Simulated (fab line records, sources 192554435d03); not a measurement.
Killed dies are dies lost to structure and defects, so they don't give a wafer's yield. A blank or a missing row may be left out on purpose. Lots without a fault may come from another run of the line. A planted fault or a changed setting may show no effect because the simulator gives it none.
Which tool did it? | flow n5_finfet | 9 lots, 27 wafers sampled, at 5 steps of a route of 1938

WHAT THE GAUGES READ, wafer by wafer
N5_BEOL_M0_SAQP_CD_MEAS_29: target cd 14.4 nm. Usual: cd_nm 14.97 nm, standard deviation 0.23.
lot  | measured     | on        | cd_nm (nm)        | flag
L181 | day 5 20:44  | cd_sem-02 | 14.99 15.00 14.95 |
L182 | day 5 23:22  | cd_sem-02 | 15.02 14.82 15.06 |
L185 | day 6 16:38  | cd_sem-03 | 14.83 15.24 15.19 |
L186 | day 6 22:12  | cd_sem-02 | 14.91 15.14 15.07 |
L197 | day 9 19:34  | cd_sem-02 | 14.65 15.24 14.83 |
L200 | day 10 06:12 | cd_sem-02 | 15.08 15.12 15.20 |
L201 | day 10 14:58 | cd_sem-01 | 15.12 15.12 14.90 |
L202 | day 11 02:20 | cd_sem-01 | 14.41 14.95 14.91 |
L204 | day 11 06:00 | cd_sem-02 | 14.76 14.68 14.85 |

N5_BEOL_M4_RC_MEAS_101. Usual: DIBL_N 35.8 mV/V, standard deviation 1.4; DIBL_P 35.8 mV/V, standard deviation 1.6; IOFF_N 0.152 nA/um, standard deviation 0.021; IOFF_P 0.204 nA/um, standard deviation 0.027; ION_N 672 uA/um, standard deviation 8.7; ION_P 461 uA/um, standard deviation 6.2; SS_N 71.5 mV/dec, standard deviation 0.54; SS_P 73.1 mV/dec, standard deviation 0.57; VT_N 250.0 mV, standard deviation 2.5; VT_P -250.6 mV, standard deviation 2.7.
lot  | measured     | on        | DIBL_N (mV/V)  | DIBL_P (mV/V)  | IOFF_N (nA/um)    | IOFF_P (nA/um)    | ION_N (uA/um) | ION_P (uA/um) | SS_N (mV/dec)  | SS_P (mV/dec)  | VT_N (mV)         | VT_P (mV)            | flag
L181 | day 8 16:16  | prober-01 | 35.2 33.2 34.6 | 35.6 33.7 34.7 | 0.168 0.141 0.152 | 0.230 0.197 0.206 | 678 680 673   | 466 463 463   | 71.2 70.2 71.4 | 72.4 72.3 73.0 | 247.5 251.0 249.4 | -248.2 -248.5 -247.2 |
L182 | day 9 00:26  | prober-01 | 36.7 35.8 35.3 | 38.0 37.4 36.7 | 0.175 0.163 0.156 | 0.212 0.192 0.185 | 683 692 680   | 463 462 461   | 72.8 72.6 72.0 | 73.2 72.9 72.8 | 251.0 249.6 250.9 | -252.0 -252.6 -254.4 |
L197 | day 12 05:37 | prober-02 | 34.4 34.2 34.6 | 35.1 34.7 34.9 | 0.130 0.122 0.126 | 0.181 0.163 0.170 | 669 657 659   | 459 454 455   | 71.3 70.9 71.3 | 72.5 72.5 72.5 | 252.1 253.9 254.7 | -254.1 -255.6 -256.3 |
L200 | day 13 14:13 | prober-02 | 34.4 37.6 36.8 | 32.6 37.1 35.8 | 0.107 0.159 0.135 | 0.163 0.227 0.200 | 665 670 660   | 465 465 457   | 71.2 71.1 72.2 | 72.1 73.9 73.2 | 252.2 249.6 253.0 | -253.7 -247.9 -249.8 |
L201 | day 13 11:38 | prober-02 | 33.6 34.1 33.5 | 34.9 35.2 34.8 | 0.132 0.138 0.126 | 0.169 0.173 0.167 | 659 663 671   | 453 460 455   | 70.6 70.7 70.5 | 72.8 72.7 73.0 | 252.8 249.9 252.3 | -251.8 -253.6 -254.0 |
L202 | day 13 20:19 | prober-01 | 37.1 37.5 37.0 | 36.6 37.4 37.1 | 0.175 0.194 0.192 | 0.236 0.260 0.255 | 681 680 692   | 469 468 478   | 71.5 71.4 70.6 | 73.4 74.0 73.7 | 250.5 246.3 244.7 | -247.9 -245.3 -246.4 |
L204 | day 13 21:54 | prober-01 | 35.5 36.2 35.4 | 34.8 35.3 34.3 | 0.152 0.175 0.147 | 0.199 0.220 0.200 | 663 669 670   | 452 461 460   | 72.0 72.1 71.0 | 72.9 72.5 72.5 | 249.4 246.1 251.8 | -251.6 -247.8 -249.4 |

WHICH TOOL RAN EACH LOT (tool, then ch and the chambers of the sampled wafers, then the start)
lot  | N5_BEOL_M0_SAQP_STRIP_86           | N5_BEOL_M0_SAQP_ETCH_101           | N5_BEOL_M0_SAQP_ETCH_106
L181 | rie_diel-04 ch 0,2, day 5 17:19    | rie_diel-04 ch 0,2, day 5 18:50    | rie_diel-04 ch 0,1,2, day 5 19:38
L182 | rie_diel-06 ch 0,2,3, day 5 20:17  | rie_diel-06 ch 0,2,3, day 5 21:38  | rie_diel-03 ch 0,1,3, day 5 22:19
L185 | rie_diel-06 ch 0,3, day 6 13:10    | rie_diel-04 ch 0,2,3, day 6 14:31  | rie_diel-04 ch 0,1,3, day 6 15:10
L186 | rie_diel-03 ch 0,2,3, day 6 19:11  | rie_diel-03 ch 1,2,3, day 6 20:26  | rie_diel-04 ch 0,1,2, day 6 21:09
L197 | rie_diel-06 ch 0,1,2, day 9 16:23  | rie_diel-04 ch 0,1,2, day 9 17:50  | rie_diel-06 ch 1,2,3, day 9 18:30
L200 | rie_diel-06 ch 1,2, day 10 02:50   | rie_diel-06 ch 0,2,3, day 10 04:04 | rie_diel-03 ch 0,1,3, day 10 04:56
L201 | rie_diel-04 ch 0,1,2, day 10 11:49 | rie_diel-04 ch 0,1,3, day 10 13:04 | rie_diel-06 ch 1,2,3, day 10 13:44
L202 | rie_diel-04 ch 2,3, day 10 23:08   | rie_diel-06 ch 0,2, day 11 00:36   | rie_diel-04 ch 0,3, day 11 01:16
L204 | rie_diel-03 ch 0,1,3, day 11 02:41 | rie_diel-06 ch 1,2, day 11 03:55   | rie_diel-03 ch 1,2, day 11 04:44
- N5_BEOL_M0_SAQP_STRIP_86: strips in N2/H2.
- N5_BEOL_M0_SAQP_ETCH_101: etches SiNx in CH3F/O2, target depth 29.9 nm, time 42.7 s.
- N5_BEOL_M0_SAQP_ETCH_106: etches SOC in N2/H2, stops on SiNx, target depth 150 nm.

WHAT THE TOOLS THEMSELVES READ (means of the sampled wafers that have a number; where no wafer has one, the mark that the record gives instead)
N5_BEOL_M0_SAQP_STRIP_86. Usual: drypump_motor_current_A 5.8 A, standard deviation 0.37; oes_product_au 0.78 a.u., standard deviation 0.089; rf_vpp_V 122.0 V, standard deviation 1.5; showerhead_plenum_p_Torr 3.36 Torr, standard deviation 0.11; throttle_valve_pct 19.0 %, standard deviation 0.42.
lot  | tool        | drypump_motor_current_A (A) | oes_product_au (a.u.) | rf_vpp_V (V) | showerhead_plenum_p_Torr (Torr) | throttle_valve_pct (%) | flag
L181 | rie_diel-04 | 5.9                         | 0.85                  | 121.4        | 3.36                            | 18.8                   |
L182 | rie_diel-06 | 5.8                         | 0.73                  | 120.5        | 3.32                            | 19.2                   |
L185 | rie_diel-06 | 5.8                         | 0.71                  | 121.1        | 3.39                            | 19.3                   |
L186 | rie_diel-03 | 5.8                         | 0.85                  | 121.8        | 3.38                            | 18.7                   |
L197 | rie_diel-06 | 5.7                         | 0.72                  | 121.8        | 3.31                            | 19.5                   |
L200 | rie_diel-06 | 5.7                         | 0.74                  | 121.0        | 3.23                            | 19.4                   |
L201 | rie_diel-04 | 5.9                         | 0.84                  | 121.7        | 3.40                            | 18.8                   |
L202 | rie_diel-04 | 6.0                         | 0.90                  | 123.1        | 3.47                            | 19.1                   |
L204 | rie_diel-03 | 6.0                         | 0.83                  | 121.0        | 3.33                            | 18.7                   |

N5_BEOL_M0_SAQP_ETCH_101. Usual: CH3F_flow_sccm 30.00 sccm, standard deviation 0.084; O2_flow_sccm 20.00 sccm, standard deviation 0.057; drypump_motor_current_A 5.8 A, standard deviation 0.34; oes_f_703_au 0.78 a.u., standard deviation 0.088; oes_product_au 0.79 a.u., standard deviation 0.091; rf_vpp_V 298.6 V, standard deviation 2.8; showerhead_plenum_p_Torr 2.00 Torr, standard deviation 0.074; throttle_valve_pct 16.38 %, standard deviation 0.27.
lot  | tool        | CH3F_flow_sccm (sccm) | O2_flow_sccm (sccm) | drypump_motor_current_A (A) | oes_f_703_au (a.u.) | oes_product_au (a.u.) | rf_vpp_V (V) | showerhead_plenum_p_Torr (Torr) | throttle_valve_pct (%) | flag
L181 | rie_diel-04 | 29.90                 | 20.00               | 6.0                         | 0.77                | 0.78                  | 296.8        | 2.02                            | 16.38                  |
L182 | rie_diel-06 | 29.95                 | 20.03               | 5.8                         | 0.73                | 0.73                  | 300.2        | 1.97                            | 16.53                  |
L185 | rie_diel-04 | 30.02                 | 20.07               | 5.8                         | 0.83                | 0.83                  | 295.7        | 2.05                            | 16.24                  |
L186 | rie_diel-03 | 30.02                 | 19.97               | 5.9                         | 0.83                | 0.85                  | 301.2        | 1.99                            | 16.32                  |
L197 | rie_diel-04 | 29.94                 | 19.97               | 5.8                         | 0.86                | 0.85                  | 297.2        | 2.03                            | 16.21                  |
L200 | rie_diel-06 | 29.99                 | 20.05               | 5.7                         | 0.70                | 0.71                  | 300.3        | 1.96                            | 16.59                  |
L201 | rie_diel-04 | 29.87                 | 19.95               | 5.7                         | 0.81                | 0.80                  | 295.2        | 2.05                            | 16.24                  |
L202 | rie_diel-06 | 29.83                 | 19.99               | 5.5                         | 0.70                | 0.70                  | 300.1        | 2.02                            | 16.84                  |
L204 | rie_diel-06 | 30.04                 | 19.99               | 5.6                         | 0.73                | 0.74                  | 297.8        | 1.92                            | 16.62                  |

N5_BEOL_M0_SAQP_ETCH_106. Usual: bias_w 61.01 W, standard deviation 0.17; chamber_pressure_mTorr 29.997 mTorr, standard deviation 0.028; drypump_motor_current_A 5.8 A, standard deviation 0.38; oes_product_au 0.77 a.u., standard deviation 0.084; rf_vpp_V 240.6 V, standard deviation 1.4; showerhead_plenum_p_Torr 2.54 Torr, standard deviation 0.089; throttle_valve_pct 17.83 %, standard deviation 0.29.
lot  | tool        | bias_w (W) | chamber_pressure_mTorr (mTorr) | drypump_motor_current_A (A) | oes_product_au (a.u.) | rf_vpp_V (V) | showerhead_plenum_p_Torr (Torr) | throttle_valve_pct (%) | flag
L181 | rie_diel-04 | 60.86      | 30.014                         | 5.9                         | 0.78                  | 241.3        | 2.59                            | 17.81                  |
L182 | rie_diel-03 | 60.84      | 29.979                         | 6.0                         | 0.75                  | 240.6        | 2.53                            | 17.74                  |
L185 | rie_diel-04 | -          | -                              | -                           | -                     | -            | -                               | -                      | OFF
L186 | rie_diel-04 | -          | -                              | -                           | -                     | -            | -                               | -                      | OFF
L197 | rie_diel-06 | 61.24      | 30.030                         | 5.9                         | 0.72                  | 238.9        | 2.43                            | 17.93                  |
L200 | rie_diel-03 | 61.16      | 29.987                         | 6.0                         | 0.73                  | 241.1        | 2.52                            | 17.79                  |
L201 | rie_diel-06 | 61.17      | 29.991                         | 5.9                         | 0.72                  | 239.6        | 2.43                            | 17.94                  |
L202 | rie_diel-04 | 61.02      | 29.987                         | 5.7                         | 0.83                  | 241.9        | 2.61                            | 17.59                  |
L204 | rie_diel-03 | 61.11      | 29.996                         | 5.7                         | 0.76                  | 240.5        | 2.54                            | 17.86                  |

THE ANSWER, worked out from the rows above alone
Rule: a lot is off if the mean of its wafers that have a number lies more than 3 standard deviations from the usual mean. A lot without any number at a reading at which 4 lots or more have one is off too. The other lots that the step has rows for count as sound. The gauges are gone through in route order, then the tools' own readings, and for those a lot's mean is taken as printed above. The first step at which some lot is off is used, and at that step the reading that is off furthest; a lot without a number counts as furthest.
Off: L185, L186, at N5_BEOL_M0_SAQP_ETCH_106 (bias_w). Without a number there: L185, L186.
A tool fits if, at that step or a process step before it, it ran every lot that is off, and no sound lot after the first of them. None of those tried fits.

WHAT THE SIMULATOR HAD PUT IN
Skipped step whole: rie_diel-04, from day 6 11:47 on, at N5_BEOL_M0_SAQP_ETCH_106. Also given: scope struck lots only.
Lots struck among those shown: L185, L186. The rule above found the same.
